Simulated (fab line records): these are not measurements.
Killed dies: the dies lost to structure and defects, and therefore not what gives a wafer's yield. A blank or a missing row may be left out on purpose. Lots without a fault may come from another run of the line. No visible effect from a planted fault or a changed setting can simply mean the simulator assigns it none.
Matching of chambers | flow n5 finfet | rie diel-02 running N5_BEOL_M9_ETCH_65: 4 sister chambers
The step etches SiARC in CF4, target depth 15.6 nm, time 26 s. 27 wafers are shown with their chamber, then 12 later ones without.

EACH WAFER AND ITS CHAMBER
wafer  | chamber | drypump motor current A (A) | etch rf on time s (s) | showerhead plenum p Torr (Torr)
L081.1 | 3       | 5.5                         | 24.9                  | 2.17
L081.3 | 0       | 5.6                         | 26.7                  | 2.04
L081.6 | 0       | 5.6                         | 26.3                  | 2.04
L083.3 | 1       | 6.4                         | 25.0                  | 2.10
L083.4 | 2       | 5.9                         | 25.0                  | 2.08
L083.6 | 0       | 5.7                         | 26.5                  | 2.04
L084.1 | 2       | 5.9                         | 25.0                  | 2.08
L084.5 | 1       | 6.4                         | 24.9                  | 2.10
L084.6 | 0       | 5.6                         | 26.4                  | 2.04
L086.1 | 2       | 5.9                         | 24.9                  | 2.07
L086.4 | 2       | 5.9                         | 24.9                  | 2.07
L086.5 | 3       | 5.6                         | 24.8                  | 2.17
L085.1 | 2       | 5.9                         | 24.9                  | 2.07
L085.4 | 0       | 5.6                         | 25.7                  | 2.29
L085.6 | 2       | 6.0                         | 24.8                  | 2.07
L088.1 | 2       | 5.9                         | 24.9                  | 2.07
L088.2 | 0       | 5.6                         | 25.2                  | 2.29
L088.4 | 1       | 6.4                         | 24.3                  | 2.10
L090.1 | 0       | 5.6                         | 25.6                  | 2.29
L090.4 | 1       | 6.3                         | 24.8                  | 2.10
L090.6 | 3       | 5.5                         | 25.3                  | 2.16
L089.1 | 3       | 5.6                         | 25.0                  | 2.16
L089.3 | 0       | 5.6                         | 25.4                  | 2.29
L089.6 | 0       | 5.6                         | 25.6                  | 2.29
L091.4 | 1       | 6.4                         | 24.7                  | 2.10
L091.5 | 2       | 5.9                         | 25.0                  | 2.07
L091.6 | 1       | 6.4                         | 24.6                  | 2.10

SIGNATURES (averages over the wafers above)
reading                  | chamber 0 | chamber 1 | chamber 2 | chamber 3 | scatter within a chamber
drypump motor current A  | 5.611     | 6.383     | 5.913     | 5.550     | 0.0395
etch rf on time s        | 25.933    | 24.717    | 24.925    | 25.000    | 0.352
showerhead plenum p Torr | 2.1789    | 2.1000    | 2.0725    | 2.1650    | 0.0778
Rule: for a wafer and a chamber, the distance is found by dividing, reading by reading, the gap between the wafer's reading and the chamber's mean by the reading's scatter, squaring, summing and taking the root. The wafer belongs to the nearest chamber; if the next one is less than 2 further off, it can't be placed. The scatter: the root of (the sum of the squares of (reading less its chamber's mean) over the shown wafers, divided by (wafers less chambers)).

WAFERS MISSING THEIR CHAMBER
wafer  | drypump motor current A (A) | etch rf on time s (s) | showerhead plenum p Torr (Torr)
L094.4 | 5.9                         | 25.3                  | 2.07
L094.5 | 5.7                         | 25.7                  | 2.29
L094.6 | 5.5                         | 24.9                  | 2.16
L093.1 | 6.4                         | 24.5                  | 2.10
L093.4 | 5.9                         | 25.0                  | 2.07
L093.5 | 6.4                         | 24.4                  | 2.10
L095.1 | 5.5                         | 25.0                  | 2.16
L095.3 | 5.9                         | 25.3                  | 2.07
L095.6 | 5.6                         | 25.6                  | 2.28
L096.1 | 5.9                         | 25.3                  | 2.07
L096.5 | 6.4                         | 24.8                  | 2.10
L096.6 | 5.6                         | 25.7                  | 2.28

WHICH CHAMBER EACH ONE RAN IN
wafer  | from the rows above     | in truth
L094.4 | 2                       | 2
L094.5 | can't be placed: 0 or 3 | 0
L094.6 | 3                       | 3
L093.1 | 1                       | 1
L093.4 | 2                       | 2
L093.5 | 1                       | 1
L095.1 | 3                       | 3
L095.3 | 2                       | 2
L095.6 | can't be placed: 0 or 3 | 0
L096.1 | 2                       | 2
L096.5 | 1                       | 1
L096.6 | can't be placed: 0 or 3 | 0
Correct placement for 9 of the 12. Not placeable from these rows: 3 (in 3, the candidates include the true chamber). Number placed wrongly: 0.
